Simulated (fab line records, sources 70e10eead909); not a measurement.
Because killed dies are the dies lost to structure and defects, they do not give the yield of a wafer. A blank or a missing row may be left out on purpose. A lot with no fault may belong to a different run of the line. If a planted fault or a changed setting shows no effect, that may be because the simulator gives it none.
Problem report, 8D (eight disciplines) form, completed by code ; flow nand-harc ; the parts of the form that need people (team, actions taken, sign-off) are left out

1. THE PROBLEM
A mean of 99.40 C is read at NHARC_A_M0_PEB_07 for plate-temp-C, taken on 1 wafer of 1 lot, against 99.97 C (standard deviation 0.14) on wafers free of any fault. That is -4.1 standard deviations from the usual mean.
The step: peb time 65 s.
First seen on wafer L593.6, day 18 23:24, on litho-track-06. The record has a number at this step for 13 wafers belonging to 5 lots. By rule, "out" or "out of limits" means more than 4 standard deviations away from the usual mean. All remaining wafers that have a number are taken as sound.

2. WHAT IT IS, WHAT IT ISN'T
question;is;is not
which readings at this step;plate-temp-C;exhaust-pa, resist-line-temp-C
which lots;L593;L590, L592, L600, L610
which wafers of those lots;all that have a number;-
read on which tools;litho-track-06;litho-track-01, litho-track-04
when;from day 18 23:24;"up to then (6 sound wafers); but 6 sound wafers of L600, L610 came after"

3. WHAT RULES OUT EACH SUSPECT
Counting: a tool at a process step up to the reading stays a suspect if it ran every lot that is out and no sound lot after the first of them.
- cmp-01 at NHARC_A_BLC_CMP_25 (polishes, t overpolish 30 s, target thk 150 nm): kept. It ran the lot that is out, L593 (day 18 22:17), and no sound lot after that.
- litho-track-06 at NHARC_A_M0_PEB_07 (peb time 65 s): ruled out as a lasting fault. The sound lots L610 went through it after L593, its earliest lot that is out (day 18 23:24).
The count leaves cmp-01 at NHARC_A_BLC_CMP_25.

4. THE CAUSE (what the simulator had put in)
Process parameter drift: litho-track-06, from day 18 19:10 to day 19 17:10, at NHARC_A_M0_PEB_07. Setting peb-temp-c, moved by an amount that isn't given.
Counting ruled it out, wrongly.

5. SEQUENCE OF EFFECTS, ordered by route
Each row: a reading where the mean over the struck wafers with a number is more than 3 standard deviations away from the usual. Readings are gone through only where the record gives a usual standard deviation; hours: the median, over the lots, of the time from a lot's start at the first step in this table giving one to that lot's start at this step; sigmas: the change measured in usual standard deviations.
hours;step;reading;usual;on struck wafers;change;sigmas
0;NHARC_A_M0_PEB_07;plate-temp-C;99.97 C;99.40;-0.57;-4.1
It contains these process steps:
- NHARC_A_M0_PEB_07: peb time 65 s.
Later steps that measure or inspect, where all struck wafers having a row at the step show a number for every such reading and not one has moved that far: NHARC_A_M0_CD_MEAS_09, NHARC_A_M0_OVL_MEAS_10, NHARC_A_M0_INSPECT_11, NHARC_A_M0_CD_MEAS_16.

6. WHAT WOULD HAVE CAUGHT IT SOONER
In this record no reading fell out of limits until day 18 23:24, 4 hours after the fault had begun at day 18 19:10.
